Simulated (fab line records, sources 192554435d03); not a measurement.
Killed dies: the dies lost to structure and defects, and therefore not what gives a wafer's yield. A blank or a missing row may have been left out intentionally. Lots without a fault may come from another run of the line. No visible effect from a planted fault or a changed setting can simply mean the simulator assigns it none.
fab line records	flow n5Finfet
record lots=7	wafers=21	lastDay=18
route steps=1938 shown BEOL_M8@1336 BEOL_M15@1830 PASSIVATION@1936
lots that met no fault: taken from a fault-free run of the same line
startH: hours from the record's first day to the start of the lot's first wafer shown	waitH: hours since the lot's step before	" identical to the entry in the row above	L1.1+2: several wafers, shown together as one row	- no value, or no start given	* or withheld: withheld	< > ~ a bound
route shown NAME@n: names a module that has steps shown in the file, with the first one's number in the route	usual: mean/standard deviation taken from wafers without a fault	same: alike in all rows	chamber/n: place in a boat	sites: per-site readings	_std_site: the values' standard deviation	_edge_site: the outer-site mean with the inner-site mean subtracted	radiusMm: how far each site lies from the wafer's centre	mask NAME#n: copy n	behind: the most recent tool/chamber to have shaped the wafer	hold: reason for holding the lot/hours on hold/outcome of the hold	device: whichever transistor did not switch (one of n, p or np)	end of line: at the end of the route, the tests of the same wafers	a step without rows: its recipe alone	killed: count of dies lost to structure and defects at first sort (not the wafer's yield)	map: a wafer's dies, marking killed ones x, the rest . and places with no die _
set.NAME: the run value of the setting; set.NAME@STEP: its run value at that earlier step	model.NAME: the simulator's own value behind a step, which no gauge read
steps of the route over a sample of lots; a table a step, a row a wafer
services: the hour from which a tool's chamber was out of use, counted from the record's first day as startH (under 0 if before that day), plus the number of hours and why
## steps
# step N5_BEOL_M8_HM_DEP_02
# recipe material=TiN	targetThkA=200	tempC=25	chamberPressurePa=0.49996
# usual chamberPressurePa=0.5000/0.001	throttleValvePct=29.7/1.1
lot.wafer	tool	chamber	startH	waitH	chamberPressurePa	throttleValvePct
L599.1	pvdSputter-02	-	207.43	1.4	0.4993	30.0
L599.4	"	-	"	"	0.4986	28.8
L599.6	"	-	"	"	0.5003	28.8
L603.2	pvdSputter-01	-	252.17	1.9	0.4996	29.3
L603.4	"	-	"	"	0.4992	29.2
L603.5	"	-	"	"	0.5007	29.3
L608.1	pvdSputter-01	-	274.54	2.3	0.4997	30.3
L608.2	"	-	"	"	0.5015	29.0
L608.5	"	-	"	"	0.4992	30.4
L615.3	pvdSputter-03	-	315.45	1.6	0.5009	27.5
L615.4	"	-	"	"	0.4987	31.1
L615.6	"	-	"	"	0.4997	31.6
L618.2	pvdSputter-01	-	332.99	0.6	0.4998	29.3
L618.4	"	-	"	"	0.4987	30.0
L618.5	"	-	"	"	0.4988	29.0
L621.1	pvdSputter-01	-	350.02	1.2	0.4995	30.3
L621.3	"	-	"	"	0.5014	30.3
L621.4	"	-	"	"	0.4984	28.8
L620.3	pvdSputter-03	-	351.55	0.5	0.5001	29.5
L620.5	"	-	"	"	0.5012	30.1
L620.6	"	-	"	"	0.4987	31.2
# step N5_BEOL_M8_EXPOSE_08
# recipe maskId=M8	na=1.35	sourceShape=dipole	sigmaInner=0.817	sigmaOuter=0.97	polarization=te	doseMj=68.25
# usual exposureDoseMJCm2=68.8/0.62
lot.wafer	tool	chamber	startH	waitH	mask	exposureDoseMJCm2
L599.1	arfiScanner-02	0	207.68	-	M8#0	68.2
L599.4	"	0	"	"	M8#0	68.2
L599.6	"	0	"	"	M8#0	68.2
L603.2	arfiScanner-01	0	252.42	-	M8#0	69.4
L603.4	"	0	"	"	M8#0	69.4
L603.5	"	0	"	"	M8#0	69.3
L608.1	arfiScanner-01	0	274.78	-	M8#0	69.4
L608.2	"	0	"	"	M8#0	69.5
L608.5	"	0	"	"	M8#0	69.4
L615.3	arfiScanner-01	0	315.72	-	M8#0	69.4
L615.4	"	0	"	"	M8#0	69.4
L615.6	"	0	"	"	M8#0	69.5
L618.2	arfiScanner-02	0	333.39	-	M8#0	68.2
L618.4	"	0	"	"	M8#0	68.2
L618.5	"	0	"	"	M8#0	68.2
L621.1	arfiScanner-03	0	350.39	-	M8#0	68.2
L621.3	"	0	"	"	M8#0	68.2
L621.4	"	0	"	"	M8#0	68.2
L620.3	arfiScanner-02	0	351.94	-	M8#0	68.3
L620.5	"	0	"	"	M8#0	68.2
L620.6	"	0	"	"	M8#0	68.2
# step N5_BEOL_M8_CD_MEAS_11
# recipe targetCdNm=38.5	landingEnergyEv=500	detector=seInlens	polarity=opening
# usual cdNm=38.4/0.66
lot.wafer	tool	chamber	startH	waitH	cdNm
L599.1	cdSem-03	0	207.80	-	39.9
L599.4	"	0	"	"	38.2
L599.6	"	0	"	"	39.1
L603.2	cdSem-01	0	252.54	-	38.8
L603.4	"	0	"	"	39.7
L603.5	"	0	"	"	37.6
L608.1	cdSem-02	0	274.91	-	38.2
L608.2	"	0	"	"	39.9
L608.5	"	0	"	"	37.5
L615.3	cdSem-03	0	315.84	-	32.5
L615.4	"	0	"	"	27.7
L615.6	"	0	"	"	33.1
L618.2	cdSem-02	0	333.52	-	38.6
L618.4	"	0	"	"	39.4
L618.5	"	0	"	"	38.0
L621.1	cdSem-03	0	350.52	-	39.6
L621.3	"	0	"	"	38.1
L621.4	"	0	"	"	38.5
L620.3	cdSem-02	0	352.06	-	38.0
L620.5	"	0	"	"	38.8
L620.6	"	0	"	"	38.7
# step N5_BEOL_M8_DESCUM_16
# recipe chemistry=O2	timeS=7.9	sourcePowerW=50	biasPowerW=20	pressureMtorr=20	rfFrequencyHz=2.712e+07	tempC=40	resist=CAR-ArF	o2FlowSccm=225
# usual drypumpMotorCurrentA=5.6/0.43	oesProductAu=0.81/0.075	rfVppV=243.0/1.4	showerheadPlenumPTorr=2.08/0.073	throttleValvePct=20.27/0.22
lot.wafer	tool	chamber	startH	waitH	drypumpMotorCurrentA	oesProductAu	rfHoursCounterH	rfVppV	showerheadPlenumPTorr	throttleValvePct
L599.1	rieDiel-06	3	207.89	0.0	5.0	0.89	59	242.7	2.05	20.50
L599.4	"	0	"	"	5.2	0.70	215	243.2	2.13	20.03
L599.6	"	3	"	"	5.0	0.89	-	242.3	2.05	20.50
L603.2	rieDiel-06	1	252.63	0.0	6.3	0.85	49	244.6	2.23	20.40
L603.4	"	2	"	"	5.8	0.81	88	243.0	2.09	20.13
L603.5	"	1	"	"	6.4	0.84	-	245.8	2.23	20.39
L608.1	rieDiel-04	1	275.02	0.0	5.8	0.89	21	242.2	2.14	20.36
L608.2	"	0	"	"	6.0	0.74	155	241.7	1.99	20.14
L608.5	"	3	"	"	5.1	0.78	-	242.0	2.01	20.54
L615.3	rieDiel-01	2	316.16	0.3	5.5	0.80	106	241.2	2.04	20.40
L615.4	"	3	"	"	6.1	0.89	33	242.1	2.02	19.87
L615.6	"	3	"	"	6.1	0.89	-	244.4	2.02	19.88
L618.2	rieDiel-01	3	333.61	0.0	6.1	0.88	40	241.2	2.02	19.87
L618.4	"	0	"	"	5.2	0.77	132	244.2	2.19	20.50
L618.5	"	3	"	"	6.2	0.89	-	242.4	2.02	19.88
L621.1	rieDiel-04	1	350.61	0.0	5.9	0.85	46	244.8	2.13	20.42
L621.3	"	0	"	"	6.0	0.74	179	241.2	1.98	20.19
L621.4	"	3	"	"	5.1	0.76	146	240.7	2.00	20.56
L620.3	rieDiel-06	2	352.14	0.0	5.8	0.77	125	243.2	2.08	20.18
L620.5	"	2	"	"	5.8	0.77	-	244.0	2.08	20.18
L620.6	"	1	"	"	6.4	0.79	-	244.7	2.22	20.47
# step N5_BEOL_M8_STRIP_67
# recipe chemistry=CF4	resist=SiARC	powerW=300	biasPowerW=75	pressureMtorr=50	cf4FlowSccm=150	rfFrequencyHz=6e+07
# usual drypumpMotorCurrentA=5.6/0.43	oesProductAu=0.81/0.071	rfVppV=271.0/1.6	showerheadPlenumPTorr=1.79/0.054	throttleValvePct=13.48/0.13
lot.wafer	tool	chamber	startH	waitH	drypumpMotorCurrentA	oesProductAu	rfHoursCounterH	rfVppV	showerheadPlenumPTorr	throttleValvePct
L599.1	rieDiel-06	3	208.13	0.0	5.0	0.85	59	268.6	1.76	13.58
L599.4	"	0	"	"	5.2	0.71	215	273.4	1.85	13.52
L599.6	"	3	"	"	5.0	0.86	-	268.1	1.76	13.56
L603.2	rieDiel-06	1	252.87	0.0	6.3	0.85	50	272.8	1.89	13.41
L603.4	"	2	"	"	5.8	0.82	88	271.9	1.82	13.51
L603.5	"	1	"	"	6.3	0.86	-	274.5	1.89	13.39
L608.1	rieDiel-04	1	275.25	0.0	5.8	0.88	21	272.9	1.82	13.34
L608.2	"	0	"	"	5.9	0.76	155	269.7	1.73	13.48
L608.5	"	3	"	"	5.1	0.80	-	270.2	1.71	13.59
L615.3	rieDiel-01	2	316.39	0.0	5.6	0.80	106	270.0	1.74	13.49
L615.4	"	3	"	"	6.1	0.90	33	271.3	1.77	13.31
L615.6	"	3	"	"	6.2	0.90	-	270.8	1.77	13.29
L618.2	rieDiel-01	3	333.85	0.0	6.1	0.89	40	269.7	1.77	13.31
L618.4	"	0	"	"	5.2	0.77	132	272.7	1.86	13.57
L618.5	"	3	"	"	6.1	0.88	-	268.4	1.77	13.31
L621.1	rieDiel-04	1	350.85	0.0	5.8	0.84	46	271.4	1.81	13.41
L621.3	"	0	"	"	5.9	0.73	179	270.6	1.73	13.52
L621.4	"	3	"	"	5.1	0.78	146	268.8	1.71	13.60
L620.3	rieDiel-06	2	352.38	0.0	5.7	0.78	125	271.6	1.81	13.59
L620.5	"	2	"	"	5.7	0.77	-	270.8	1.81	13.57
L620.6	"	1	"	"	6.4	0.81	-	273.8	1.88	13.50
# step N5_BEOL_M8_CD_MEAS_18
# recipe pitchNm=80	targetCdNm=40
# usual cdNm=39.9/0.77
lot.wafer	tool	chamber	startH	waitH	cdNm
L599.1	cdSem-03	-	208.36	0.0	41.3
L599.4	"	-	"	"	40.1
L599.6	"	-	"	"	40.3
L603.2	cdSem-02	-	253.16	0.1	40.6
L603.4	"	-	"	"	42.2
L603.5	"	-	"	"	39.3
L608.1	cdSem-03	-	275.58	0.0	39.8
L608.2	"	-	"	"	40.9
L608.5	"	-	"	"	39.0
L615.3	cdSem-01	-	316.73	0.1	33.8
L615.4	"	-	"	"	29.8
L615.6	"	-	"	"	35.0
L618.2	cdSem-03	-	334.17	0.1	40.5
L618.4	"	-	"	"	40.4
L618.5	"	-	"	"	40.1
L621.1	cdSem-01	-	351.13	0.1	40.1
L621.3	"	-	"	"	39.3
L621.4	"	-	"	"	40.3
L620.3	cdSem-03	-	352.64	0.1	40.7
L620.5	"	-	"	"	41.4
L620.6	"	-	"	"	40.6
# step N5_BEOL_M15_RC_MEAS_101
# usual COMB_M10=1.5e-11/3.1e-12	COMB_M11=1.5e-11/3.2e-12	COMB_M12=6.4e-12/1.4e-12	COMB_M13=5e-12/9.5e-13	COMB_M14=3.6e-12/1e-12	COMB_M15=2.5e-12/7.3e-13	COMB_M5=3.7e-11/7.9e-12	COMB_M6=2.3e-11/4.6e-12	COMB_M7=2.5e-11/4.8e-12	COMB_M9=1.4e-11/3e-12	SERP_M10=3.02/0.1	SERP_M11=3.09/0.093	SERP_M12=0.644/0.021	SERP_M13=0.313/0.0081	SERP_M5=39.0/2.2	SERP_M6=13.8/0.78	SERP_M7=14.0/0.75	SERP_M8=14.0/0.76	SERP_M8_max_site=14.5/0.82	SERP_M9=3.09/0.11
lot.wafer	tool	chamber	startH	waitH	COMB_M10[S/m]	COMB_M11[S/m]	COMB_M12[S/m]	COMB_M13[S/m]	COMB_M14[S/m]	COMB_M15[S/m]	COMB_M5[S/m]	COMB_M6[S/m]	COMB_M7[S/m]	COMB_M9[S/m]	SERP_M10[ohm/um]	SERP_M11[ohm/um]	SERP_M12[ohm/um]	SERP_M13[ohm/um]	SERP_M5[ohm/um]	SERP_M6[ohm/um]	SERP_M7[ohm/um]	SERP_M8[ohm/um]	SERP_M8_max_site[ohm/um]	SERP_M9[ohm/um]
L599.1	prober-02	0	267.35	0.0	1.5e-11	1.7e-11	7.5e-12	5.7e-12	6e-12	3.2e-12	2.8e-11	2.4e-11	2.8e-11	2e-11	2.84	3.15	0.634	0.314	37.3	13.0	14.4	12.8	13.5	2.86
L599.4	"	0	"	"	1.9e-11	1.4e-11	8e-12	4.4e-12	4.1e-12	3.1e-12	3.3e-11	2.2e-11	2.2e-11	1.4e-11	2.89	3.24	0.652	0.303	40.5	13.1	14.4	13.0	13.1	3.07
L599.6	"	0	"	"	1.8e-11	1.6e-11	7.2e-12	4e-12	3.7e-12	2.7e-12	4.4e-11	3e-11	2.4e-11	1.7e-11	3.04	3.07	0.660	0.318	39.2	13.7	14.8	13.4	13.9	2.94
L603.2	prober-02	0	304.27	0.2	1.1e-11	1.3e-11	6.9e-12	5.6e-12	4.2e-12	3.2e-12	3.4e-11	1.9e-11	3.1e-11	1.3e-11	3.02	3.19	0.653	0.314	38.9	14.8	14.3	13.0	13.4	3.15
L603.4	"	0	"	"	1.5e-11	1.4e-11	4.6e-12	4.4e-12	4.2e-12	2.7e-12	3.5e-11	1.7e-11	2.2e-11	1.9e-11	2.89	3.25	0.613	0.303	39.6	12.6	13.9	12.8	13.3	3.15
L603.5	"	0	"	"	1e-11	1.4e-11	5.2e-12	4.8e-12	3.6e-12	2.5e-12	3e-11	2.5e-11	2.5e-11	1.7e-11	2.85	2.98	0.630	0.312	40.1	12.5	13.9	14.2	14.6	3.23
L608.1	prober-01	0	325.61	0.2	1.5e-11	1.1e-11	5.4e-12	5.9e-12	3e-12	1.9e-12	2.5e-11	2.6e-11	2.5e-11	1.3e-11	3.01	3.14	0.623	0.315	38.8	11.9	13.1	13.9	14.5	3.08
L608.2	"	0	"	"	1e-11	1.3e-11	6.3e-12	6.2e-12	1.9e-12	1.7e-12	2.4e-11	2e-11	3.2e-11	1.2e-11	3.11	3.01	0.623	0.311	35.3	13.2	13.1	13.2	13.8	3.06
L608.5	"	0	"	"	1.4e-11	1.1e-11	5.8e-12	4.7e-12	3.6e-12	9e-13	3.9e-11	2.4e-11	2.2e-11	9e-12	3.29	3.19	0.631	0.319	36.6	13.0	13.1	14.3	15.0	3.05
L615.3	prober-02	0	371.33	0.3	1.5e-11	1.4e-11	6.5e-12	4.8e-12	3.2e-12	2.8e-12	3.9e-11	2e-11	2.1e-11	1.7e-11	2.89	3.05	0.650	0.302	37.6	13.5	14.2	18.8	19.5	3.24
L615.4	"	0	"	"	1.3e-11	1.8e-11	7.1e-12	5.9e-12	4.9e-12	3.1e-12	4.3e-11	2e-11	2.3e-11	1.4e-11	3.01	3.15	0.651	0.319	42.1	12.4	13.7	23.2	24.2	3.01
L615.6	"	0	"	"	1.3e-11	2e-11	7.3e-12	4.5e-12	3.2e-12	3.5e-12	3.4e-11	2.1e-11	2.6e-11	1.5e-11	2.87	3.11	0.603	0.303	40.8	13.3	13.4	18.3	20.8	3.14
L618.2	prober-02	0	389.56	0.2	1.6e-11	2.1e-11	6e-12	6.2e-12	4.6e-12	3.1e-12	3e-11	1.8e-11	3.5e-11	1.1e-11	3.04	3.21	0.636	0.315	41.9	15.4	14.7	13.9	14.4	3.14
L618.4	"	0	"	"	2.1e-11	1.3e-11	6.7e-12	6.1e-12	3.8e-12	2.8e-12	2.5e-11	2.1e-11	2.4e-11	1.4e-11	3.18	3.15	0.616	0.311	38.4	14.6	13.3	12.8	13.1	3.11
L618.5	"	0	"	"	1.5e-11	1.3e-11	9.6e-12	5.1e-12	2.9e-12	4.4e-12	4.7e-11	1.9e-11	2.5e-11	1.8e-11	3.17	3.15	0.616	0.305	40.4	14.3	14.3	14.3	15.2	3.16
L620.3	prober-02	0	407.32	0.3	1.6e-11	1.4e-11	5e-12	4.9e-12	3.4e-12	2.9e-12	3.6e-11	2.5e-11	3.4e-11	1.5e-11	3.13	2.96	0.633	0.308	36.4	13.2	15.7	13.0	13.4	3.09
L620.5	"	0	"	"	1.1e-11	1.5e-11	5.8e-12	5.1e-12	4.2e-12	3.8e-12	4e-11	2.5e-11	2.9e-11	1.7e-11	2.99	3.13	0.610	0.311	38.7	13.1	13.7	13.4	14.1	3.19
L620.6	"	0	"	"	1.1e-11	1.7e-11	6.1e-12	6.3e-12	4.4e-12	2.1e-12	4.2e-11	2.1e-11	4.2e-11	1e-11	3.06	3.03	0.660	0.310	39.2	14.2	15.0	12.8	13.5	3.11
L621.1	prober-02	0	412.37	0.0	1.6e-11	1.2e-11	8.5e-12	5.5e-12	2.6e-12	3e-12	4.3e-11	2.4e-11	2.5e-11	1.2e-11	3.10	3.01	0.618	0.322	38.2	13.7	13.0	14.0	14.7	2.94
L621.3	"	0	"	"	1.7e-11	1.5e-11	6.8e-12	6e-12	2.9e-12	2.2e-12	3.4e-11	2.3e-11	2.8e-11	1e-11	2.91	3.16	0.645	0.314	40.1	13.6	13.7	13.5	14.0	2.93
L621.4	"	0	"	"	1.6e-11	1.5e-11	5.7e-12	6.9e-12	2.8e-12	3.4e-12	3.8e-11	2.5e-11	2.4e-11	1.2e-11	3.08	3.23	0.599	0.312	35.9	14.2	12.9	14.0	14.4	3.00
# sites SERP_M8 radiusMm=0,75,75,75,75,140,140,140,140
L599.1 12.3 12.8 12.7 12.8 12.5 13.4 13.1 13.5 12.9
L603.2 12.8 13.0 12.9 13.0 13.0 12.7 13.4 12.5 13.1
L608.1 14.5 13.9 14.3 14.3 14.2 13.6 13.2 13.3 13.0
L615.3 19.1 18.9 18.2 18.8 19.0 19.5 18.8 18.3 18.6
L618.2 13.9 14.0 13.8 13.7 13.9 14.4 14.3 14.3 13.9
L620.3 13.2 13.0 13.4 13.0 13.1 12.7 12.9 13.0 12.8
L621.1 14.6 14.0 14.4 14.7 14.6 13.0 13.5 13.5 13.2
# step N5_PASSIVATION_PROBE_49
# usual defectLimitedYield=91.1/1.4	killed_at_M0_to_M3=34/9.7	killed_at_M4_up=13/5.1	killedAtContacts=14/6.3	killedAtFrontEnd=40/11	killedAtOther=3.5/2.7	killedDies=105/16	killedOpen=70/12	killedShort=34/7.8	sort_bin_4_leakage=0.02/0.13	sort_bin_5_function=5.2/0.88	sort_bin_6_memory=3.3/0.7	sort_bin_8_speed=0.1/0.62	sortNPass=1074/17
# same grossDies=1180	killedAtBackSide=0
lot.wafer	tool	chamber	startH	waitH	defectLimitedYield[%]	killed_at_M0_to_M3	killed_at_M4_up	killedAtContacts	killedAtFrontEnd	killedAtOther	killedDies	killedOpen	killedShort	sort_bin_4_leakage[%]	sort_bin_5_function[%]	sort_bin_6_memory[%]	sort_bin_8_speed[%]	sortNPass
L599.1	prober-01	-	280.91	0.0	91.1	50	9	6	39	1	105	73	32	0	5.6	2.7	0	1075
L599.4	prober-01	-	281.06	0.2	91.3	41	9	17	34	2	103	70	33	1.53	5.1	3.4	0	1059
L599.6	prober-01	-	281.16	0.3	87.8	48	16	18	60	2	144	98	46	0	6.6	5.3	0	1036
L603.2	prober-01	-	320.92	0.1	89.4	27	6	29	61	2	125	80	42	0	5.5	4.5	0	1055
L603.4	prober-01	-	321.02	0.2	91.4	37	17	7	39	2	102	59	40	0	4.2	4.3	0	1078
L603.5	prober-01	-	321.07	0.2	91.0	38	13	17	31	7	106	71	35	0	5.3	3.4	0	1074
L608.1	prober-01	-	339.32	0.0	90.6	31	15	8	49	8	111	71	38	0	6.1	2.7	0	1069
L608.2	prober-01	-	339.37	0.1	91.4	24	22	21	24	10	101	61	40	0	5.5	2.8	0	1079
L608.5	prober-01	-	339.52	0.2	91.6	31	18	19	22	9	99	62	35	0	5.2	2.7	0	1081
L615.3	prober-01	-	386.96	0.1	90.3	28	7	21	51	8	115	76	30	0	5.9	3.1	0.1	1065
L615.4	prober-01	-	387.01	0.2	89.3	32	28	22	39	5	126	73	36	0.08	5.5	3.4	1.2	1053
L615.6	prober-01	-	387.11	0.3	89.4	40	17	19	41	8	125	77	38	0	6.1	3.5	0	1055
L618.2	prober-01	-	403.13	0.1	88.7	40	16	6	68	3	133	89	44	0	6.2	4.4	0	1047
L618.4	prober-01	-	403.23	0.2	92.5	24	16	3	45	0	88	51	37	0	4.5	2.5	0	1092
L618.5	prober-01	-	403.28	0.2	93.1	23	14	4	39	1	81	49	31	0	3.7	2.8	0	1099
L620.3	prober-01	-	423.82	0.1	91.2	25	15	10	49	5	104	70	34	0	5.6	3.1	0	1076
L620.5	prober-01	-	423.92	0.2	88.7	32	28	8	62	3	133	90	43	0	7.5	3.6	0	1047
L620.6	prober-01	-	423.97	0.3	87.8	40	18	21	63	2	144	107	37	0	7.5	4.5	0	1036
L621.1	prober-01	-	429.84	0.0	92.8	27	15	8	32	3	85	65	16	0	3.8	3.0	7.0	1012
L621.3	prober-01	-	429.94	0.1	87.7	61	7	4	72	1	145	86	54	0	6.0	5.6	0	1035
L621.4	prober-01	-	429.99	0.2	91.4	30	13	14	41	3	101	72	27	0	5.7	2.8	0	1079
# killed by level:class
L599.1 BEOL_M0_SAQP:geometricParticle:open=12 FIN_SAQP:geometricParticle:open=10 BEOL_M2:geometricParticle:open=9 BEOL_M3:geometricParticle:open=9 BEOL_M4:geometricParticle:open=8 GATE_CUT:geometricParticle:open=7 FIN_SAQP:geometricParticle:short=6 BEOL_M0_SAQP:geometricParticle:short=6
L599.4 MOL_CONTACT_COAG:geometricParticle:open=14 BEOL_M0_SAQP:geometricParticle:open=14 STI_FIN_REVEAL:geometricParticle:open=10 BEOL_M0_SAQP:geometricParticle:short=6 BEOL_M3:geometricParticle:open=6 STI_FIN_REVEAL:geometricParticle:short=4 BEOL_M2:geometricParticle:open=4 BEOL_M3:geometricParticle:short=4
L599.6 FIN_SAQP:geometricParticle:open=18 STI_FIN_REVEAL:geometricParticle:open=15 BEOL_M0_SAQP:geometricParticle:open=14 BEOL_M2:geometricParticle:open=12 MOL_CONTACT_COAG:geometricParticle:open=11 MOL_CONTACT_COAG:geometricParticle:short=7 FIN_SAQP:geometricParticle:short=6 STI_FIN_REVEAL:geometricParticle:short=6
L603.2 MOL_CONTACT_COAG:geometricParticle:open=24 BEOL_M1:geometricParticle:open=13 STI_FIN_REVEAL:geometricParticle:open=10 GATE_CUT:geometricParticle:short=10 FIN_SAQP:geometricParticle:short=9 FIN_SAQP:geometricParticle:open=7 DUMMY_GATE:geometricParticle:open=7 GATE_CUT:geometricParticle:open=5
L603.4 STI_FIN_REVEAL:geometricParticle:open=9 GATE_CUT:geometricParticle:short=9 BEOL_M2:geometricParticle:short=9 DUMMY_GATE:geometricParticle:open=6 BEOL_M5:geometricParticle:open=6 BEOL_M3:geometricParticle:open=6 BEOL_M0_SAQP:geometricParticle:short=5 GATE_CUT:geometricParticle:open=4
L603.5 STI_FIN_REVEAL:geometricParticle:open=12 BEOL_M1:geometricParticle:open=11 MOL_CONTACT_COAG:geometricParticle:open=9 BEOL_M3:geometricParticle:open=8 MOL_CONTACT_COAG:geometricParticle:short=8 BEOL_M4:geometricParticle:open=7 FIN_SAQP:geometricParticle:short=6 BEOL_M2:geometricParticle:open=6
L608.1 STI_FIN_REVEAL:geometricParticle:open=11 BEOL_M2:geometricParticle:open=10 DUMMY_GATE:geometricParticle:open=9 FIN_SAQP:geometricParticle:open=8 BEOL_M0_SAQP:geometricParticle:open=8 MOL_CONTACT_COAG:geometricParticle:open=7 STARTING-WAFER:geometricParticle:short=6 GATE_CUT:geometricParticle:short=6
L608.2 MOL_CONTACT_COAG:geometricParticle:open=16 BEOL_M0_SAQP:geometricParticle:short=9 BEOL_M4:geometricParticle:open=9 STARTING-WAFER:geometricParticle:short=5 MOL_CONTACT_COAG:geometricParticle:short=5 BEOL_M0_SAQP:geometricParticle:open=5 GATE_CUT:geometricParticle:short=4 PASS1_DEP:geometricParticle:short=4
L608.5 MOL_CONTACT_COAG:geometricParticle:open=16 BEOL_M4:geometricParticle:open=6 STI_FIN_REVEAL:geometricParticle:open=5 BEOL_M0_SAQP:geometricParticle:open=5 BEOL_M2:geometricParticle:short=5 BEOL_M3:geometricParticle:open=5 DUMMY_GATE:geometricParticle:open=4 BEOL_M1:geometricParticle:open=4
L615.3 MOL_CONTACT_COAG:geometricParticle:open=18 STI_FIN_REVEAL:geometricParticle:open=15 BEOL_M2:geometricParticle:open=8 BEOL_M3:geometricParticle:open=7 STARTING-WAFER:geometricParticle:short=6 FIN_SAQP:geometricParticle:open=5 BEOL_M0_SAQP:geometricParticle:short=5 STARTING-WAFER:geometricParticle:open=5
L615.4 MOL_CONTACT_COAG:geometricParticle:open=17 BEOL_M8:areaEcd=14 BEOL_M3:geometricParticle:open=12 STI_FIN_REVEAL:geometricParticle:open=9 BEOL_M0_SAQP:geometricParticle:open=6 FIN_SAQP:geometricParticle:open=5 FIN_SAQP:geometricParticle:short=5 MOL_CONTACT_COAG:geometricParticle:short=5
L615.6 BEOL_M2:geometricParticle:open=14 MOL_CONTACT_COAG:geometricParticle:open=12 HKMG_FIN:areaEtch=7 FIN_SAQP:geometricParticle:short=6 MOL_CONTACT_COAG:geometricParticle:short=6 BEOL_M1:geometricParticle:open=6 BEOL_M4:geometricParticle:open=6 STI_FIN_REVEAL:geometricParticle:open=5
L618.2 FIN_SAQP:geometricParticle:short=19 FIN_SAQP:geometricParticle:open=19 BEOL_M2:geometricParticle:open=15 BEOL_M1:geometricParticle:open=14 STI_FIN_REVEAL:geometricParticle:open=8 MOL_CONTACT_COAG:geometricParticle:open=6 GATE_CUT:geometricParticle:short=6 BEOL_M3:geometricParticle:open=4
L618.4 FIN_SAQP:geometricParticle:open=10 FIN_SAQP:geometricParticle:short=7 BEOL_M0_SAQP:geometricParticle:open=6 BEOL_M1:geometricParticle:open=6 STI_FIN_REVEAL:geometricParticle:open=5 GATE_CUT:geometricParticle:short=5 BEOL_M4:geometricParticle:short=5 STARTING-WAFER:geometricParticle:short=5
L618.5 FIN_SAQP:geometricParticle:open=13 FIN_SAQP:geometricParticle:short=9 BEOL_M1:geometricParticle:open=8 BEOL_M4:geometricParticle:short=7 BEOL_M0_SAQP:geometricParticle:open=5 BEOL_M2:geometricParticle:open=5 STI_FIN_REVEAL:geometricParticle:open=4 DUMMY_GATE:geometricParticle:short=3
L620.3 STI_FIN_REVEAL:geometricParticle:open=22 BEOL_M0_SAQP:geometricParticle:open=10 MOL_CONTACT_COAG:geometricParticle:open=9 BEOL_M4:geometricParticle:short=7 STI_FIN_REVEAL:geometricParticle:short=6 BEOL_M0_SAQP:geometricParticle:short=5 FIN_SAQP:geometricParticle:open=4 FIN_SAQP:geometricParticle:short=4
L620.5 STI_FIN_REVEAL:geometricParticle:open=18 FIN_SAQP:geometricParticle:open=12 BEOL_M5:geometricParticle:open=10 GATE_CUT:geometricParticle:short=9 FIN_SAQP:geometricParticle:short=8 MOL_CONTACT_COAG:geometricParticle:open=7 BEOL_M1:geometricParticle:open=6 BEOL_M1:geometricParticle:short=6
L620.6 STI_FIN_REVEAL:geometricParticle:open=30 MOL_CONTACT_COAG:geometricParticle:open=20 BEOL_M0_SAQP:geometricParticle:open=12 FIN_SAQP:geometricParticle:open=10 BEOL_M0_SAQP:geometricParticle:short=8 BEOL_M2:geometricParticle:open=8 STI_FIN_REVEAL:geometricParticle:short=7 BEOL_M4:geometricParticle:open=7
L621.1 STI_FIN_REVEAL:geometricParticle:open=13 BEOL_M1:geometricParticle:open=8 BEOL_M4:geometricParticle:open=8 MOL_CONTACT_COAG:geometricParticle:open=6 BEOL_M2:geometricParticle:open=6 BEOL_M0_SAQP:geometricParticle:open=4 HKMG_FIN:areaEtch=4 FIN_SAQP:geometricParticle:short=3
L621.3 FIN_SAQP:geometricParticle:short=19 STI_FIN_REVEAL:geometricParticle:open=17 BEOL_M3:geometricParticle:open=15 FIN_SAQP:geometricParticle:open=14 BEOL_M0_SAQP:geometricParticle:short=12 BEOL_M2:geometricParticle:open=12 BEOL_M1:geometricParticle:open=6 HKMG_FIN:areaEtch=5
L621.4 MOL_CONTACT_COAG:geometricParticle:open=12 FIN_SAQP:geometricParticle:open=11 STI_FIN_REVEAL:geometricParticle:open=11 BEOL_M3:geometricParticle:open=8 BEOL_M2:geometricParticle:open=7 BEOL_M0_SAQP:geometricParticle:short=5 DUMMY_GATE:geometricParticle:open=4 BEOL_M4:geometricParticle:open=4
## services
tool	chamber	startH	hours	kind
rieDiel-04	3	185.80	9.3	repair
arfiScanner-01	-	189.57	0.8	pm
arfiScanner-03	-	208.35	0.8	pm
rieDiel-06	-	221.57	2.8	pm
arfiScanner-01	-	227.68	1.6	repair
arfiScanner-02	-	229.45	1.0	pm
arfiScanner-03	-	230.55	1.0	pm
arfiScanner-03	-	236.85	17.3	pm
arfiScanner-02	-	237.33	1.3	pm
arfiScanner-01	-	238.63	3.1	pm
arfiScanner-01	-	256.46	1.3	pm
rieDiel-06	-	256.88	0.1	repair
arfiScanner-03	-	257.63	0.4	repair
arfiScanner-02	-	262.52	1.0	pm
arfiScanner-03	-	268.36	1.0	pm
arfiScanner-03	-	269.39	1.3	repair
arfiScanner-02	-	275.55	3.9	pm
rieDiel-01	-	284.58	0.4	repair
arfiScanner-01	-	296.60	1.0	pm
arfiScanner-02	-	312.24	0.6	repair
arfiScanner-02	-	316.56	0.8	pm
rieDiel-01	2	337.34	4.5	repair
arfiScanner-01	-	345.22	1.0	pm
pvdSputter-01	-	350.73	6.6	repair
## key
firstSign step=N5_BEOL_M8_CD_MEAS_11	reading=cdNm	direction=down	sigmas=11	usual=38.4	struck=31.1
effect step=N5_BEOL_M8_CD_MEAS_18	reading=cdNm	direction=down	sigmas=9.1	usual=39.9	struck=32.9
effect step=N5_BEOL_M15_RC_MEAS_101	reading=SERP_M8	direction=up	sigmas=8.1	usual=14.0	struck=20.1
metAt N5_BEOL_M8_EXPOSE_08
struckLots L615
notActingAt N5_BEOL_M8_HM_DEP_02,N5_BEOL_M8_DESCUM_16,N5_BEOL_M8_STRIP_67
onsetBetween 274.78 315.72
fault kind=processParameterDrift	tool=arfiScanner-01	chamber=-	onsetH=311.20	steps=N5_BEOL_M8_EXPOSE_08	channel=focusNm	offset=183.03	spreadByWafer=0.3	shape=step	endH=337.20
